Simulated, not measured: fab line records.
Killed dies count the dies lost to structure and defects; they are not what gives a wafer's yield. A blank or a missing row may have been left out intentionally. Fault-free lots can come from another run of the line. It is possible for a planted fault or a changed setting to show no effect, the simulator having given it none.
A lot that was struck, set against a sound lot    flow nand_harc    14 out of 1302 route steps
Sound: these wafers, L570.2, L570.3, L570.4. The struck wafers were L583.1, L583.3, L583.4. At the end, the cause is stated.
At each step with rows: each side's tool, then ch and its chambers, then its first start. Under that, the readings that differ: sound wafers    struck wafers    difference of the means    sigmas: that difference in standard deviations of wafers without a fault.
alike: a reading whose means differ by less than 2 such deviations, as well as words and numbers matching on both sides. not compared: withheld readings; readings where some wafer has no value; bounds like >300 that might hide an equal value; numbers whose values overlap and for which the record gives no deviation.
A row with sigmas, a row that says differs or no value, or rows on one side alone: a step with any of these is where the two part. Non-overlapping numbers with no deviation appear without sigmas and do not part them. A reading that every wafer of one side lacks parts them only if that side has two wafers or more.

first, 3 steps without rows for these wafers: NHARC_A_CONTACT_ETCH_77 (etches the open film in CF4/CHF3, target depth 108.9 nm, time 54.5 s); NHARC_A_CONTACT_ETCH_78 (etches the open film in O2/COS, target depth 5300 nm, time 1378 s); NHARC_A_CONTACT_ETCH_124 (etches the open film in C4F8/O2/Ar, time 140 s, target depth 700 nm).
NHARC_A_CONTACT_ETCH_125: etches the open film in C4F8/O2/Ar, time 197 s, target depth 1918 nm.
  sound on har_cap_etch-02 ch 0,1, day 23 02:35; struck on har_cap_etch-01 ch 0,1, day 27 20:46
  not compared: rf_hours_counter_h
NHARC_A_CONTACT_ETCH_126: etches the open film in C4F8/O2/Ar, time 197 s, target depth 1918 nm.
  sound on har_cap_etch-02 ch 0,1, day 23 02:49; struck on har_cap_etch-01 ch 0,1, day 27 20:57
  not compared: rf_hours_counter_h
then, 1 step without rows for these wafers: NHARC_A_CONTACT_ETCH_127 (etches the open film in C4F8/O2/Ar, time 197 s, target depth 1918 nm).
NHARC_A_CONTACT_ETCH_128: etches the open film in C4F8/O2/Ar, time 197 s, target depth 1918 nm.
  sound on har_cap_etch-02 ch 0,1, day 23 03:17; struck on har_cap_etch-01 ch 0,1, day 27 21:18
  not compared: rf_hours_counter_h
then, 3 steps without rows for these wafers: NHARC_A_CONTACT_ETCH_129 (etches the open film in C4F8/O2/Ar, time 197 s, target depth 1918 nm); NHARC_A_CONTACT_ETCH_130 (etches the open film in C4F8/O2/Ar, time 197 s, target depth 1918 nm); NHARC_A_CONTACT_ETCH_131 (etches the open film in C4F8/O2/Ar, time 197 s, target depth 1918 nm).
NHARC_A_CONTACT_ETCH_132: etches the open film in C4F8/O2/Ar, time 197 s, target depth 1924 nm.
  sound on har_cap_etch-02 ch 0,1, day 23 04:14; struck on har_cap_etch-01 ch 0,1, day 27 22:01
  not compared: rf_hours_counter_h
NHARC_A_CONTACT_ETCH_133: etches the open film in C4F8/O2/Ar, time 374 s, target depth 1610 nm.
  sound on har_cap_etch-02 ch 0,1, day 23 04:28; struck on har_cap_etch-01 ch 0,1, day 27 22:14
  not compared: rf_hours_counter_h
NHARC_A_CONTACT_ETCH_91: etches the open film in CH3F/O2, target depth 40 nm, time 85.7 s.
  sound on rie_diel-11 ch 1,2,3, day 23 05:23; struck on rie_diel-11 ch 1,2,3, day 27 22:56
reading                 sound           struck          difference  sigmas
oes_product_au (a.u.)   0.92 0.91 0.91  0.74 0.75 0.74  -0.17       -5
rf_hours_counter_h (h)  14 16 16        3 4 4           -12         
  alike: bias_w, drypump_motor_current_A, rf_vpp_V, showerhead_plenum_p_Torr, throttle_valve_pct
then, 1 step without rows for these wafers: NHARC_A_CONTACT_ETCH_97 (etches the open film in C4F6/O2, target depth 20 nm, time 10 s).

## WHERE THEY PART
At NHARC_A_CONTACT_ETCH_91 and nowhere else, as far as this record goes.

WHY: the cause the simulator had injected
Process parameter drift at NHARC_A_CONTACT_ETCH_91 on rie_diel-11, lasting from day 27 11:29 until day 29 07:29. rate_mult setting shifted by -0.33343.
